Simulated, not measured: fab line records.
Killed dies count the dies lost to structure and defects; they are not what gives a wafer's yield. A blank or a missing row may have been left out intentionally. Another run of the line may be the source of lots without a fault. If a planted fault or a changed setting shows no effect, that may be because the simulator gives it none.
fab line records ; flow n5-finfet
[record] lots = 7; wafers = 21
route steps=1938 shown BEOL_M4@1059 BEOL_M5@1115 BEOL_M7@1263 BEOL_M8@1332
start-h: hours from the record's first day to the start of the lot's first wafer shown ; wait-h: time in hours since the lot's previous step ; " as in the row above ; L1.1+2: several wafers, shown together as one row ; - either no value or no given start ; * or withheld: withheld ; < > ~ a bound
route shown NAME@n: NAME is a module with steps in the file, n the number in the route of the first one ; usual: the fault-free wafers' mean and standard deviation ; same: alike in all rows ; chamber/n: place in a boat ; sites: the reading at each site ; _std_site: the standard deviation of these ; _edge_site: outer sites' mean less inner sites' ; radius-mm: how far each site lies from the wafer's centre ; mask NAME#n: copy n ; behind: the last tool/chamber to shape the wafer ; hold: the reason the lot was held/the length of the hold in hours/how it ended ; device: the n, p or np transistor that did not switch ; end of line: tests of these same wafers at the route's end ; a step without rows: its recipe alone ; killed: at the first sort, the dies lost to defects and structure; wafer yield is something else ; map: a wafer's dies, marking killed ones x, the rest . and places with no die _
set.NAME: the run value of the setting; set.NAME@STEP: its run value at that earlier step ; model.NAME: the simulator's own value behind a step, which no gauge read
lots with deliberately changed settings; one table per step, one row per wafer
[[steps]]
[step N5_BEOL_M4_DESCUM_33]
[recipe] chemistry = O2; time-s = 7; source-power-w = 50; bias-power-w = 20; pressure-mtorr = 20; rf-frequency-hz = 2.712e+07; temp-c = 40; resist = CAR-EUV; o2-flow-sccm = 225
lot.wafer;tool;chamber;start-h;wait-h;set.time-s;model.CAR-EUV_of_BEOL_M4_COAT_22.thk-nm
L074.3+4;rie-diel-05;3,0;162.75;0.4;7;26.2
L074.5;rie-diel-05;1;162.75;0.4;7.893;25.8
L076.1+4;rie-diel-05;3,2;180.48;0.0;7.65;25.8
L076.6;rie-diel-05;2;180.48;0.0;7;26.4
L080.2+5;rie-diel-05;3;202.05;0.0;7;26.2
L080.6;rie-diel-05;2;202.05;0.0;7.405;26
L081.3;rie-diel-01;0;203.45;0.1;7;26.2
L081.4;rie-diel-01;0;203.45;0.1;7.603;25.8
L081.6;rie-diel-01;3;203.45;0.1;7;26
L088.1+2+5;rie-diel-01;2,1,0;250.58;0.0;7;26.2
L090.1+6;rie-diel-01;0;255.27;0.2;7;26.2
L090.4;rie-diel-01;2;255.27;0.2;8.323;25.6
L097.1+5;rie-diel-05;0,3;306.67;0.0;7;26
L097.2;rie-diel-05;3;306.67;0.0;6.453;26.4
[step N5_BEOL_M4_ETCH_77]
[recipe] chemistry = N2/H2; target = underlayer; target-depth-a = 65; mask-material = CAR-EUV; time-s = 5.2; ion-energy-ev = 200; pressure-mtorr = 30; source-w = 840; bias-w = 150; n2-flow-sccm = 200; h2-flow-sccm = 200; ends = cleared
[step N5_BEOL_M4_ETCH_69]
[recipe] chemistry = CF4; target = SiARC; target-depth-a = 156; mask-material = CAR-EUV; time-s = 26; ion-energy-ev = 80; pressure-mtorr = 40; source-w = 545; bias-w = 36; Ar_flow_sccm = 100; cf4-flow-sccm = 100; ends = cleared
[step N5_BEOL_M4_ALD_98]
[recipe] material = SiO2; target-thk-a = 25; temp-c = 100; ald-precursor-family = BDEAS; ald-co-reactant = O2-plasma; pulse-time-s = 1; co-reactant-pulse-time-s = 1; purge-time-s = 2; co-reactant-purge-time-s = 2; ald-cycles = 17; pressure-torr = 2
[step N5_BEOL_M4_ETCHBACK_99]
[recipe] chemistry = CHF3; target = SiO2; target-depth-a = 50; time-s = 10.4; source-w = 215; bias-w = 47; Ar_flow_sccm = 200; CHF3_flow_sccm = 12; ion-energy-ev = 100; pressure-mtorr = 30
[step N5_BEOL_M4_ETCH_70]
[recipe] chemistry = N2/H2; target = SOC; target-depth-a = 800; overetch-a = 240; mask-material = SiARC; temp-c = 40; time-s = 130; ion-energy-ev = 200; pressure-mtorr = 30; source-w = 840; bias-w = 150; n2-flow-sccm = 200; h2-flow-sccm = 200
lot.wafer;tool;chamber;start-h;wait-h;set.spin-rpm@BEOL_M4_COAT_67;model.etch.depth-nm
L074.3;rie-diel-01;2;168.46;0.0;1500;59.95
L074.4;rie-diel-01;1;168.46;0.0;1500;59.78
L074.5;rie-diel-01;3;168.46;0.0;1500;59.87
L076.1;rie-diel-01;2;191.60;0.0;1366;63.07
L076.4;rie-diel-01;1;191.60;0.0;1366;63.11
L076.6;rie-diel-01;3;191.60;0.0;1500;60.28
L080.2;rie-diel-04;1;202.85;0.0;1500;60.05
L080.5;rie-diel-04;0;202.85;0.0;1429;61.53
L080.6;rie-diel-04;3;202.85;0.0;1500;59.9
L081.3;rie-diel-01;2;219.68;0.0;1443;61.23
L081.4;rie-diel-01;1;219.68;0.0;1500;59.91
L081.6;rie-diel-01;2;219.68;0.0;1443;61.11
L088.1;rie-diel-04;2;263.25;0.0;1500;59.86
L088.2;rie-diel-04;3;263.25;0.0;1500;59.7
L088.5;rie-diel-04;1;263.25;0.0;1500;59.77
L090.1;rie-diel-04;3;267.83;0.0;1426;61.51
L090.4;rie-diel-04;3;267.83;0.0;1500;60.11
L090.6;rie-diel-04;2;267.83;0.0;1426;61.63
L097.1;rie-diel-01;3;317.80;0.0;1500;59.76
L097.2;rie-diel-01;2;317.80;0.0;1500;59.73
L097.5;rie-diel-01;0;317.80;0.0;1500;59.8
[step N5_BEOL_M4_STRIP_71]
[recipe] chemistry = N2/H2; temp-c = 40; n2-flow-sccm = 200; h2-flow-sccm = 200; rf-frequency-hz = 6e+07
[step N5_BEOL_M4_STRIP_78]
[recipe] chemistry = N2/H2; temp-c = 40; n2-flow-sccm = 200; h2-flow-sccm = 200; rf-frequency-hz = 6e+07
[step N5_BEOL_M4_VIA_ETCH_34]
[recipe] chemistry = C4F6/O2; target-depth-a = 694; mask-material = SOC; pressure-mtorr = 15; ion-energy-ev = 250; taper-deg = 4; time-s = 65.9; source-w = 350; bias-w = 170; Ar_flow_sccm = 300; C4F6_flow_sccm = 10; O2_flow_sccm = 10
lot.wafer;tool;chamber;start-h;wait-h;set.spin-rpm@BEOL_M4_COAT_67;model.SOC_of_BEOL_M4_COAT_67.thk-nm
L074.3;rie-diel-01;2;168.57;0.0;1500;52
L074.4+5;rie-diel-01;1,3;168.57;0.0;1500;51.6
L076.1;rie-diel-01;2;191.71;0.0;1366;55.2
L076.4;rie-diel-01;1;191.71;0.0;1366;55
L076.6;rie-diel-01;3;191.71;0.0;1500;52.2
L080.2;rie-diel-04;1;202.96;0.0;1500;52
L080.5;rie-diel-04;0;202.96;0.0;1429;53.4
L080.6;rie-diel-04;3;202.96;0.0;1500;51.6
L081.3+6;rie-diel-01;2;219.78;0.0;1443;53
L081.4;rie-diel-01;1;219.78;0.0;1500;51.6
L088.1+5;rie-diel-04;2,1;263.35;0.0;1500;52
L088.2;rie-diel-04;3;263.35;0.0;1500;51.4
L090.1;rie-diel-04;3;267.94;0.0;1426;53.2
L090.4;rie-diel-04;3;267.94;0.0;1500;51.8
L090.6;rie-diel-04;2;267.94;0.0;1426;53.8
L097.1+2+5;rie-diel-01;3,2,0;317.91;0.0;1500;51.6
[step N5_BEOL_M5_PECVD_70]
[recipe] material = SiO2; target-thk-a = 160; temp-c = 400; precursor = TEOS/O2; pressure-torr = 5.5; rf-w = 450; teos-flow-sccm = 53.8; gas = O2; flow-sccm = 3000; time-s = 18
lot.wafer;tool;chamber;start-h;wait-h;set.time-s;model.SiO2_of_BEOL_M5_PECVD_70.thk-nm
L074.3;pecvd-03;1;179.72;0.0;18;15.8
L074.4+5;pecvd-03;1,2;179.72;0.0;17.26;15.6
L076.1;pecvd-04;1;197.82;0.0;18;15.8
L076.4;pecvd-04;1;197.82;0.0;15.66;14.4
L076.6;pecvd-04;0;197.82;0.0;18;16.6
L080.2;pecvd-04;1;208.82;0.0;19.58;17
L080.5;pecvd-04;1;208.82;0.0;19.58;17.4
L080.6;pecvd-04;0;208.82;0.0;19.58;17.6
L081.3;pecvd-02;2;225.67;0.0;18;15.8
L081.4;pecvd-02;0;225.67;0.0;18;16.2
L081.6;pecvd-02;2;225.67;0.0;18;16
L088.1;pecvd-03;0;269.38;0.0;18;15.4
L088.2;pecvd-03;2;269.38;0.0;18;15.6
L088.5;pecvd-03;1;269.38;0.0;18;16
L090.1+4;pecvd-03;1,2;274.03;0.0;18;16
L090.6;pecvd-03;2;274.03;0.0;18;16.2
L097.1;pecvd-04;0;324.66;0.0;18;15.8
L097.2;pecvd-04;2;324.66;0.0;18;15.6
L097.5;pecvd-04;1;324.66;0.0;15.76;14.2
[step N5_BEOL_M5_COAT_05]
[recipe] resist = CAR-EUV; spin-rpm = 1500; resist-thk-nm = 30
lot.wafer;tool;chamber;start-h;wait-h;set.spin-rpm;model.CAR-EUV_of_BEOL_M5_COAT_05.thk-nm
L074.3+4+5;litho-track-01;0;-;-;1339;31.8
L076.1;litho-track-02;0;-;-;1342;31.8
L076.4;litho-track-02;0;-;-;1500;30
L076.6;litho-track-02;0;-;-;1500;30.2
L080.2;litho-track-02;0;-;-;1429;30.8
L080.5;litho-track-02;0;-;-;1429;31
L080.6;litho-track-02;0;-;-;1500;30.2
L081.3+4;litho-track-03;0;-;-;1391;31.2
L081.6;litho-track-03;0;-;-;1500;30
L088.1+2;litho-track-03;0;-;-;1500;30.2
L088.5;litho-track-03;0;-;-;1500;30
L090.1+4;litho-track-01;0;-;-;1390;31.2
L090.6;litho-track-01;0;-;-;1500;30
L097.1+2;litho-track-03;0;-;-;1500;30
L097.5;litho-track-03;0;-;-;1421;30.8
[step N5_BEOL_M5_EBR_07]
[recipe] solvent = PGMEA; ebr-width-mm = 1.5
[step N5_BEOL_M5_SOFTBAKE_06]
[recipe] temp-c = 110; time-s = 60; resist = CAR-EUV
[step N5_BEOL_M5_DESCUM_16]
[recipe] chemistry = O2; time-s = 7; source-power-w = 50; bias-power-w = 20; pressure-mtorr = 20; rf-frequency-hz = 2.712e+07; temp-c = 40; resist = CAR-EUV; o2-flow-sccm = 225
lot.wafer;tool;chamber;start-h;wait-h;set.spin-rpm@BEOL_M5_COAT_05;model.CAR-EUV_of_BEOL_M5_COAT_05.thk-nm
L074.3+4+5;rie-diel-02;0,1,3;180.66;0.0;1339;27.8
L076.1;rie-diel-02;1;199.18;0.0;1342;28
L076.4;rie-diel-02;3;199.18;0.0;1500;26
L076.6;rie-diel-02;1;199.18;0.0;1500;26.4
L080.2;rie-diel-03;3;212.12;0.5;1429;26.8
L080.5;rie-diel-03;1;212.12;0.5;1429;27
L080.6;rie-diel-03;3;212.12;0.5;1500;26.2
L081.3+4;rie-diel-02;3,1;227.60;0.0;1391;27.2
L081.6;rie-diel-02;2;227.60;0.0;1500;26
L088.1+2;rie-diel-03;2,3;270.26;0.0;1500;26.2
L088.5;rie-diel-03;2;270.26;0.0;1500;26
L090.1+4;rie-diel-02;2;274.93;0.0;1390;27.4
L090.6;rie-diel-02;0;274.93;0.0;1500;26
L097.1+2;rie-diel-03;3,2;326.92;0.0;1500;26.2
L097.5;rie-diel-03;0;326.92;0.0;1421;27
[step N5_BEOL_M7_ILD_DEP_00]
[recipe] material = SiCOH_lowk; target-thk-a = 1797.5; temp-c = 300; precursor = DEMS/porogen; pressure-torr = 5; rf-w = 500; time-s = 33.4
lot.wafer;tool;chamber;start-h;wait-h;set.time-s;model.SiCOH_lowk_of_BEOL_M7_ILD_DEP_00.thk-nm
L074.3;pecvd-03;0;200.06;0.0;31.18;166.2
L074.4;pecvd-03;1;200.06;0.0;31.18;168.6
L074.5;pecvd-03;2;200.06;0.0;33.4;181.8
L076.1;pecvd-04;0;217.31;0.0;33.4;179.8
L076.4;pecvd-04;0;217.31;0.0;33.4;181.2
L076.6;pecvd-04;1;217.31;0.0;33.4;178.6
L080.2;pecvd-04;0;230.92;0.0;33.4;179
L080.5;pecvd-04;0;230.92;0.0;33.4;179.6
L080.6;pecvd-04;1;230.92;0.0;33.4;180.6
L081.3;pecvd-04;2;243.78;0.0;36.56;196.2
L081.4;pecvd-04;0;243.78;0.0;33.4;180.4
L081.6;pecvd-04;1;243.78;0.0;33.4;179.2
L088.1;pecvd-04;1;291.14;0.0;33.4;176.2
L088.2;pecvd-04;0;291.14;0.0;33.4;178.2
L088.5;pecvd-04;1;291.14;0.0;33.4;178.4
L090.1;pecvd-01;1;293.22;0.0;35.36;189.2
L090.4;pecvd-01;0;293.22;0.0;33.4;182
L090.6;pecvd-01;2;293.22;0.0;33.4;181.6
L097.1;pecvd-03;2;347.33;0.0;33.4;179.6
L097.2;pecvd-03;0;347.33;0.0;33.4;176.8
L097.5;pecvd-03;1;347.33;0.0;33.4;182.6
[step N5_BEOL_M7_CURE_74]
[recipe] temp-c = 385; time-s = 240; ambient = He/Ar; material = SiCOH_lowk
lot.wafer;tool;chamber;start-h;wait-h;set.time-s@BEOL_M7_ILD_DEP_00;model.SiCOH_lowk_of_BEOL_M7_ILD_DEP_00.thk-nm
L074.3;uv-cure-01;0;200.28;0.2;31.18;143.2
L074.4;uv-cure-01;0;200.28;0.2;31.18;145.4
L074.5;uv-cure-01;0;200.28;0.2;33.4;156.8
L076.1;uv-cure-02;1;217.40;0.1;33.4;155
L076.4;uv-cure-02;1;217.40;0.1;33.4;156.2
L076.6;uv-cure-02;1;217.40;0.1;33.4;154
L080.2;uv-cure-03;0;231.08;0.1;33.4;154.4
L080.5;uv-cure-03;0;231.08;0.1;33.4;154.8
L080.6;uv-cure-03;0;231.08;0.1;33.4;155.6
L081.3;uv-cure-02;0;244.00;0.2;36.56;169.2
L081.4;uv-cure-02;0;244.00;0.2;33.4;155.6
L081.6;uv-cure-02;0;244.00;0.2;33.4;154.4
L088.1;uv-cure-02;0;291.20;0.0;33.4;151.8
L088.2+5;uv-cure-02;0;291.20;0.0;33.4;153.8
L090.1;uv-cure-02;0;293.29;0.0;35.36;163.2
L090.4;uv-cure-02;0;293.29;0.0;33.4;157
L090.6;uv-cure-02;0;293.29;0.0;33.4;156.6
L097.1;uv-cure-02;0;347.48;0.1;33.4;154.8
L097.2;uv-cure-02;0;347.48;0.1;33.4;152.4
L097.5;uv-cure-02;0;347.48;0.1;33.4;157.6
[step N5_BEOL_M7_THK_MEAS_01]
[recipe] reads = SiCOH_lowk_of_BEOL_M7_ILD_DEP_00
[usual] M7_ILD_THK = 155.2/2.1
lot.wafer;tool;chamber;start-h;wait-h;set.time-s@BEOL_M7_ILD_DEP_00;M7_ILD_THK[nm]
L074.3;film-metro-01;-;200.63;0.3;31.18;143.1
L074.4;film-metro-01;-;200.63;0.3;31.18;145.2
L074.5;film-metro-01;-;200.63;0.3;33.4;156.8
L076.1;film-metro-01;-;217.91;0.4;33.4;155.0
L076.4;film-metro-01;-;217.91;0.4;33.4;156.3
L076.6;film-metro-01;-;217.91;0.4;33.4;154.1
L080.2;film-metro-01;-;231.52;0.4;33.4;154.4
L080.5;film-metro-01;-;231.52;0.4;33.4;155.1
L080.6;film-metro-01;-;231.52;0.4;33.4;155.7
L081.3;film-metro-01;-;244.35;0.3;36.56;169.2
L081.4;film-metro-01;-;244.35;0.3;33.4;155.5
L081.6;film-metro-01;-;244.35;0.3;33.4;154.6
L088.1;film-metro-02;-;291.71;0.4;33.4;151.8
L088.2;film-metro-02;-;291.71;0.4;33.4;153.8
L088.5;film-metro-02;-;291.71;0.4;33.4;153.8
L090.1;film-metro-02;-;294.28;0.8;35.36;163.2
L090.4;film-metro-02;-;294.28;0.8;33.4;156.9
L090.6;film-metro-02;-;294.28;0.8;33.4;156.6
L097.1;film-metro-01;-;347.99;0.4;33.4;154.9
L097.2;film-metro-01;-;347.99;0.4;33.4;152.5
L097.5;film-metro-01;-;347.99;0.4;33.4;157.6
[step N5_BEOL_M7_HM_DEP_02]
[recipe] material = TiN; target-thk-a = 200; temp-c = 25; chamber-pressure-pa = 0.49996
lot.wafer;tool;chamber;start-h;wait-h;set.target-thk-a;model.TiN_of_BEOL_M7_HM_DEP_02.thk-nm
L074.3+4+5;pvd-sputter-02;-;200.99;0.3;200;19.8
L076.1;pvd-sputter-01;-;218.46;0.5;178.9;18.2
L076.4;pvd-sputter-01;-;218.46;0.5;200;20.2
L076.6;pvd-sputter-01;-;218.46;0.5;178.9;18
L080.2+5;pvd-sputter-01;-;232.33;0.8;200;20.2
L080.6;pvd-sputter-01;-;232.33;0.8;200;20
L081.3;pvd-sputter-01;-;245.53;1.1;200;20.2
L081.4+6;pvd-sputter-01;-;245.53;1.1;187.5;18.6
L088.1+2+5;pvd-sputter-02;-;292.39;0.6;200;20.2
L090.1;pvd-sputter-03;-;295.45;1.1;200;20
L090.4+6;pvd-sputter-03;-;295.45;1.1;208.4;20.8
L097.1+5;pvd-sputter-03;-;348.48;0.4;184.5;18.6
L097.2;pvd-sputter-03;-;348.48;0.4;200;20
[step N5_BEOL_M7_COAT_59]
[recipe] resist = SOC; temp-c = 250; time-s = 60; spin-rpm = 1500; resist-thk-nm = 100
[step N5_BEOL_M7_COAT_60]
[recipe] resist = SiARC; temp-c = 220; time-s = 60; spin-rpm = 1500; resist-thk-nm = 35
[step N5_BEOL_M7_STRIP_68]
[recipe] chemistry = N2/H2; temp-c = 40; n2-flow-sccm = 200; h2-flow-sccm = 200; rf-frequency-hz = 6e+07
[step N5_BEOL_M7_STRIP_67]
[recipe] chemistry = CF4; resist = SiARC; power-w = 300; bias-power-w = 75; pressure-mtorr = 50; cf4-flow-sccm = 150; rf-frequency-hz = 6e+07
[step N5_BEOL_M7_HM_OPEN_17]
[recipe] chemistry = Cl2/BCl3; target-depth-a = 200; overetch-a = 60; target = TiN; mask-material = SOC; ion-energy-ev = 150; pressure-mtorr = 10; icp-w = 1000; bias-w = 126; Cl2_flow_sccm = 53.25; bcl3-flow-sccm = 21.75; Ar_flow_sccm = 25
lot.wafer;tool;chamber;start-h;wait-h;set.target-thk-a@BEOL_M7_HM_DEP_02;model.etch.depth-nm
L074.3;rie-metal-02;1;202.05;0.1;200;19.75
L074.4;rie-metal-02;0;202.05;0.1;200;19.8
L074.5;rie-metal-02;0;202.05;0.1;200;19.85
L076.1;rie-metal-02;1;219.32;0.0;178.9;18.1
L076.4;rie-metal-02;1;219.32;0.0;200;20.17
L076.6;rie-metal-02;1;219.32;0.0;178.9;18.07
L080.2;rie-metal-02;1;233.58;0.0;200;20.2
L080.5;rie-metal-02;1;233.58;0.0;200;20.18
L080.6;rie-metal-02;0;233.58;0.0;200;20.09
L081.3;rie-metal-01;1;246.33;0.1;200;20.25
L081.4;rie-metal-01;1;246.33;0.1;187.5;18.56
L081.6;rie-metal-01;1;246.33;0.1;187.5;18.58
L088.1;rie-metal-01;0;293.13;0.0;200;20.2
L088.2;rie-metal-01;1;293.13;0.0;200;20.18
L088.5;rie-metal-01;1;293.13;0.0;200;20.11
L090.1;rie-metal-02;1;296.33;0.0;200;19.95
L090.4;rie-metal-02;1;296.33;0.0;208.4;20.78
L090.6;rie-metal-02;1;296.33;0.0;208.4;20.81
L097.1;rie-metal-03;1;351.66;0.0;184.5;18.55
L097.2;rie-metal-03;0;351.66;0.0;200;19.99
L097.5;rie-metal-03;0;351.66;0.0;184.5;18.51
[step N5_BEOL_M7_STRIP_19]
[recipe] chemistry = O2; power-w = 400; temp-c = 40; pressure-mtorr = 30; rf-frequency-hz = 6e+07; bias-power-w = 0; overash-fraction = 0.2; o2-flow-sccm = 225
[step N5_BEOL_M7_STRIP_76]
[recipe] chemistry = C4F6/O2; resist = SiARC; rf-frequency-hz = 6e+07
[step N5_BEOL_M7_STRIP_36]
[recipe] chemistry = N2/H2; power-w = 450; temp-c = 40; pressure-mtorr = 20; rf-frequency-hz = 6e+07; overash-fraction = 0.3; bias-power-w = 7; h2-frac = 0.5; n2-flow-sccm = 200; h2-flow-sccm = 200
[step N5_BEOL_M7_TRENCH_ETCH_37]
[recipe] chemistry = C4F6/O2; target-depth-a = 934.78; target = SiCOH_lowk; time-s = 31.2; ion-energy-ev = 250; pressure-mtorr = 30; source-w = 345; bias-w = 185; Ar_flow_sccm = 300; C4F6_flow_sccm = 10; O2_flow_sccm = 10
lot.wafer;tool;chamber;start-h;wait-h;set.target-thk-a@BEOL_M7_HM_DEP_02;model.TiN_of_BEOL_M7_HM_DEP_02.thk-nm
L074.3+4+5;rie-diel-06;3,0,2;-;-;200;17.2
L076.1+6;rie-diel-06;2,3;-;-;178.9;15.4
L076.4;rie-diel-06;0;-;-;200;17.6
L080.2+5+6;rie-diel-03;2,3,0;-;-;200;17.6
L081.3;rie-diel-06;0;-;-;200;17.6
L081.4;rie-diel-06;2;-;-;187.5;15.8
L081.6;rie-diel-06;0;-;-;187.5;16
L088.1;rie-diel-02;2;-;-;200;17.6
L088.2+5;rie-diel-02;1,3;-;-;200;17.4
L090.1;rie-diel-03;0;-;-;200;17.4
L090.4+6;rie-diel-03;1;-;-;208.4;18.2
L097.1+5;rie-diel-02;3;-;-;184.5;15.8
L097.2;rie-diel-02;0;-;-;200;17.2
[step N5_BEOL_M8_ILD_DEP_00]
[recipe] material = SiCOH_lowk; target-thk-a = 1797.5; temp-c = 300; precursor = DEMS/porogen; pressure-torr = 5; rf-w = 500; time-s = 33.4
lot.wafer;tool;chamber;start-h;wait-h;set.time-s;model.SiCOH_lowk_of_BEOL_M8_ILD_DEP_00.thk-nm
L074.3;pecvd-02;2;209.01;0.0;33.4;174.4
L074.4;pecvd-02;0;209.01;0.0;33.4;180
L074.5;pecvd-02;2;209.01;0.0;33.4;179.2
L076.1;pecvd-04;0;224.89;0.0;33.4;178.4
L076.4;pecvd-04;0;224.89;0.0;33.4;183
L076.6;pecvd-04;0;224.89;0.0;35.44;192.4
L080.2;pecvd-01;0;240.34;0.0;33.4;178.2
L080.5;pecvd-01;0;240.34;0.0;33.4;182.8
L080.6;pecvd-01;1;240.34;0.0;33.4;181.8
L081.3;pecvd-04;2;250.42;0.0;38.06;204
L081.4;pecvd-04;0;250.42;0.0;33.4;182.8
L081.6;pecvd-04;1;250.42;0.0;33.4;181.8
L088.1;pecvd-02;1;297.92;0.0;33.4;179
L088.2;pecvd-02;0;297.92;0.0;33.4;180
L088.5;pecvd-02;0;297.92;0.0;33.4;180.8
L090.1;pecvd-04;1;301.45;0.0;36.58;190.2
L090.4;pecvd-04;0;301.45;0.0;36.58;198.6
L090.6;pecvd-04;1;301.45;0.0;33.4;178.6
L097.1;pecvd-04;1;358.68;0.0;33.4;180.4
L097.2;pecvd-04;2;358.68;0.0;36.49;198.2
L097.5;pecvd-04;2;358.68;0.0;36.49;200.6
[step N5_BEOL_M8_CURE_74]
[recipe] temp-c = 385; time-s = 240; ambient = He/Ar; material = SiCOH_lowk
lot.wafer;tool;chamber;start-h;wait-h;set.time-s@BEOL_M8_ILD_DEP_00;model.SiCOH_lowk_of_BEOL_M8_ILD_DEP_00.thk-nm
L074.3;uv-cure-03;2;209.39;0.4;33.4;150.4
L074.4;uv-cure-03;2;209.39;0.4;33.4;155.2
L074.5;uv-cure-03;2;209.39;0.4;33.4;154.6
L076.1;uv-cure-03;0;224.97;0.1;33.4;153.8
L076.4;uv-cure-03;0;224.97;0.1;33.4;157.8
L076.6;uv-cure-03;0;224.97;0.1;35.44;166.2
L080.2;uv-cure-02;0;240.48;0.1;33.4;153.6
L080.5;uv-cure-02;0;240.48;0.1;33.4;157.8
L080.6;uv-cure-02;0;240.48;0.1;33.4;156.8
L081.3;uv-cure-01;2;250.65;0.2;38.06;176
L081.4;uv-cure-01;2;250.65;0.2;33.4;157.8
L081.6;uv-cure-01;2;250.65;0.2;33.4;156.8
L088.1;uv-cure-02;0;297.98;0.0;33.4;154.4
L088.2;uv-cure-02;0;297.98;0.0;33.4;155.2
L088.5;uv-cure-02;0;297.98;0.0;33.4;155.8
L090.1;uv-cure-01;0;301.51;0.0;36.58;164.2
L090.4;uv-cure-01;0;301.51;0.0;36.58;171.4
L090.6;uv-cure-01;0;301.51;0.0;33.4;154
L097.1;uv-cure-03;1;358.96;0.3;33.4;155.6
L097.2;uv-cure-03;1;358.96;0.3;36.49;171
L097.5;uv-cure-03;1;358.96;0.3;36.49;173.2
[step N5_BEOL_M8_THK_MEAS_01]
[recipe] reads = SiCOH_lowk_of_BEOL_M8_ILD_DEP_00
[usual] M8_ILD_THK = 155.5/2.3
lot.wafer;tool;chamber;start-h;wait-h;set.time-s@BEOL_M8_ILD_DEP_00;M8_ILD_THK[nm]
L074.3;film-metro-01;-;209.74;0.3;33.4;150.3
L074.4;film-metro-01;-;209.74;0.3;33.4;155.1
L074.5;film-metro-01;-;209.74;0.3;33.4;154.6
L076.1;film-metro-01;-;225.49;0.4;33.4;153.8
L076.4;film-metro-01;-;225.49;0.4;33.4;157.8
L076.6;film-metro-01;-;225.49;0.4;35.44;166.2
L080.2;film-metro-02;-;240.92;0.4;33.4;153.7
L080.5;film-metro-02;-;240.92;0.4;33.4;157.7
L080.6;film-metro-02;-;240.92;0.4;33.4;156.7
L081.3;film-metro-01;-;251.00;0.3;38.06;176.2
L081.4;film-metro-01;-;251.00;0.3;33.4;157.9
L081.6;film-metro-01;-;251.00;0.3;33.4;156.8
L088.1;film-metro-01;-;298.49;0.4;33.4;154.5
L088.2;film-metro-01;-;298.49;0.4;33.4;155.2
L088.5;film-metro-01;-;298.49;0.4;33.4;155.8
L090.1;film-metro-02;-;302.03;0.4;36.58;164.1
L090.4;film-metro-02;-;302.03;0.4;36.58;171.3
L090.6;film-metro-02;-;302.03;0.4;33.4;154.1
L097.1;film-metro-02;-;359.48;0.4;33.4;155.5
L097.2;film-metro-02;-;359.48;0.4;36.49;171.0
L097.5;film-metro-02;-;359.48;0.4;36.49;173.2
[[key]]
[split] step = N5_BEOL_M4_DESCUM_33; setting = time-s; stated = 7; by = wafer
[response] step = N5_BEOL_M4_DESCUM_33; reading = model.CAR-EUV_of_BEOL_M4_COAT_22.thk-nm; change = -0.0373; per = 1%; r = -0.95
[split] step = N5_BEOL_M5_PECVD_70; setting = time-s; stated = 18; by = wafer
[response] step = N5_BEOL_M5_PECVD_70; reading = model.SiO2_of_BEOL_M5_PECVD_70.thk-nm; change = +0.126; per = 1%; r = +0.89
[split] step = N5_BEOL_M5_COAT_05; setting = spin-rpm; stated = 1500; by = wafer
[response] step = N5_BEOL_M5_COAT_05; reading = model.CAR-EUV_of_BEOL_M5_COAT_05.thk-nm; change = -0.16; per = 1%; r = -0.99
[response] step = N5_BEOL_M5_DESCUM_16; reading = model.CAR-EUV_of_BEOL_M5_COAT_05.thk-nm; change = -0.17; per = 1%; r = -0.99
[split] step = N5_BEOL_M7_ILD_DEP_00; setting = time-s; stated = 33.4; by = wafer
[response] step = N5_BEOL_M7_ILD_DEP_00; reading = model.SiCOH_lowk_of_BEOL_M7_ILD_DEP_00.thk-nm; change = +1.75; per = 1%; r = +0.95
[response] step = N5_BEOL_M7_CURE_74; reading = model.SiCOH_lowk_of_BEOL_M7_ILD_DEP_00.thk-nm; change = +1.52; per = 1%; r = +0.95
[response] step = N5_BEOL_M7_THK_MEAS_01; reading = M7_ILD_THK; change = +1.51; per = 1%; r = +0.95
[split] step = N5_BEOL_M7_HM_DEP_02; setting = target-thk-a; stated = 200; by = wafer
[response] step = N5_BEOL_M7_HM_DEP_02; reading = model.TiN_of_BEOL_M7_HM_DEP_02.thk-nm; change = +0.203; per = 1%; r = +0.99
[response] step = N5_BEOL_M7_HM_OPEN_17; reading = model.etch.depth-nm; change = +0.207; per = 1%; r = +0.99
[response] step = N5_BEOL_M7_TRENCH_ETCH_37; reading = model.TiN_of_BEOL_M7_HM_DEP_02.thk-nm; change = +0.211; per = 1%; r = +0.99
[split] step = N5_BEOL_M8_ILD_DEP_00; setting = time-s; stated = 33.4; by = wafer
[response] step = N5_BEOL_M8_ILD_DEP_00; reading = model.SiCOH_lowk_of_BEOL_M8_ILD_DEP_00.thk-nm; change = +1.72; per = 1%; r = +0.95
[response] step = N5_BEOL_M8_CURE_74; reading = model.SiCOH_lowk_of_BEOL_M8_ILD_DEP_00.thk-nm; change = +1.49; per = 1%; r = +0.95
[response] step = N5_BEOL_M8_THK_MEAS_01; reading = M8_ILD_THK; change = +1.49; per = 1%; r = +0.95
split outside-this-file step=N5_BEOL_M4_COAT_67 setting=spin-rpm
// split outside-this-file: this setting was split too, and the file shows its column; the key of that split is in another file
